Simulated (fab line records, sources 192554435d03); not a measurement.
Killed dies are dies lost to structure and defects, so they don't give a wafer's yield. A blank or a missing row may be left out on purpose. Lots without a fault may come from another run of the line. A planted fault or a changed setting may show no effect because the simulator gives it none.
A struck lot beside a sound one | flow n5_finfet | 18 steps out of a route of 1938
Sound: wafers L161.2, L161.4, L161.5. Struck: wafers L176.1, L176.2, L176.5. The cause comes at the end.
At each step with rows: each side's tool, then ch and its chambers, then its first start. Under that, the readings that differ: sound wafers | struck wafers | difference of the means | sigmas: that difference in standard deviations of wafers without a fault.
alike: readings whose means differ by less than 2 such deviations, and words and numbers that are the same on both sides. not compared: withheld readings, readings that some wafer has no value for, bounds like >300 that may hide the same value, and numbers for which the record gives no deviation and whose values overlap.
The two part at a step that has a row with sigmas, a row that says differs or no value, or rows on one side only. Numbers that don't overlap but have no deviation are shown without sigmas and don't part them. A reading that every wafer of one side lacks parts them only if that side has two wafers or more.

N5_BEOL_M9_ETCH_62: etches SOC in N2/H2, target depth 110 nm, overetch 22 nm, time 165 s.
  sound on rie_diel-04 ch 1,2, day 11 06:11; struck on rie_diel-02 ch 0,1,3, day 15 03:11
  reading      | sound             | struck            | difference | sigmas
  rf_vpp_V (V) | 521.0 525.3 521.2 | 526.5 525.4 527.0 | +3.8       | +2
  alike: bias_w, drypump_motor_current_A, oes_product_au, rf_fwd_power_W, showerhead_plenum_p_Torr, temp_c, throttle_valve_pct
  not compared: rf_hours_counter_h
then, 1 step without rows for these wafers: N5_BEOL_M9_STRIP_68 (strips in N2/H2).
N5_BEOL_M9_STRIP_67: strips in CF4.
  sound on rie_diel-04 ch 1,2, day 11 06:20; struck on rie_diel-02 ch 0,1,3, day 15 03:20
  alike: drypump_motor_current_A, oes_product_au, rf_vpp_V, showerhead_plenum_p_Torr, throttle_valve_pct
  not compared: rf_hours_counter_h
N5_BEOL_M9_HM_OPEN_17: chemistry Cl2/BCl3, target TiN, target depth 20 nm, overetch 6 nm.
  sound on rie_metal-03 ch 1, day 11 06:23; struck on rie_metal-03 ch 0,1, day 15 03:22
  alike: bias_w, drypump_motor_current_A, oes_product_au, rf_fwd_power_W, throttle_valve_pct
  not compared: rf_hours_counter_h
N5_BEOL_M9_STRIP_19: strips in O2.
  sound on rie_diel-05 ch 1,2, day 11 06:29; struck on rie_diel-02 ch 1,3, day 15 03:29
  alike: drypump_motor_current_A, oes_product_au, rf_vpp_V, showerhead_plenum_p_Torr, temp_c, throttle_valve_pct
  not compared: rf_hours_counter_h
N5_BEOL_M9_CD_MEAS_18: pitch 140 nm, target cd 70 nm.
  sound on cd_sem-01, day 11 06:34; struck on cd_sem-02, day 15 03:33
  alike: cd_nm
then, 6 steps without rows for these wafers: N5_BEOL_M9_COAT_63 (time 60 s, resist thk 60 nm); N5_BEOL_M9_COAT_64 (time 60 s, resist thk 12 nm); N5_BEOL_M9_COAT_75 (time 60 s, resist thk 5 nm); N5_BEOL_M9_COAT_22 (resist thk 30 nm); N5_BEOL_M9_EBR_24; N5_BEOL_M9_SOFTBAKE_23 (time 60 s).
N5_BEOL_M9_EXPOSE_25: exposes mask V8.
  sound on euv_scanner-01 ch 0, day 11 08:10; struck on euv_scanner-01 ch 0, day 15 04:32
  alike: mask
then, 2 steps without rows for these wafers: N5_BEOL_M9_PEB_26 (peb time 60 s); N5_BEOL_M9_DEVELOP_27 (develop time 30 s).
N5_BEOL_M9_CD_MEAS_28: target cd 70 nm.
  sound on cd_sem-02 ch 0, day 11 08:17; struck on cd_sem-02 ch 0, day 15 04:40
  reading    | sound             | struck            | difference | sigmas
  cd_nm (nm) | 70.05 70.44 69.76 | 76.15 76.01 76.10 | +6.00      | +22
N5_BEOL_M9_OVL_MEAS_29:
  sound on overlay-01 ch 0, day 11 08:19; struck on overlay-02 ch 0, day 15 04:42
  alike: V8_OVL
-- the record jumps here: 2 days lie between the struck wafers' starts before and after (it left off in module BEOL_M9 and takes up again in module PASSIVATION, whose first step shown is number 1936 of the route) --
N5_PASSIVATION_PROBE_49:
  sound on prober-02, day 13 21:35; struck on prober-01, day 17 16:40
  reading              | sound    | struck | difference | sigmas
  sort_bin_8_speed (%) | 0.08 0 0 | 0 0 0  | +0         | -3
  alike: defect_limited_yield, killed_at_M0_to_M3, killed_at_M4_up, killed_at_contacts, killed_at_front_end, killed_at_other, killed_dies, killed_open, killed_short, sort_bin_5_function, sort_bin_6_memory, sort_n_pass, sort_yield_pct

WHERE THEY PART
First at N5_BEOL_M9_ETCH_62; last, within this record, at N5_PASSIVATION_PROBE_49.

WHY: what the simulator had put in
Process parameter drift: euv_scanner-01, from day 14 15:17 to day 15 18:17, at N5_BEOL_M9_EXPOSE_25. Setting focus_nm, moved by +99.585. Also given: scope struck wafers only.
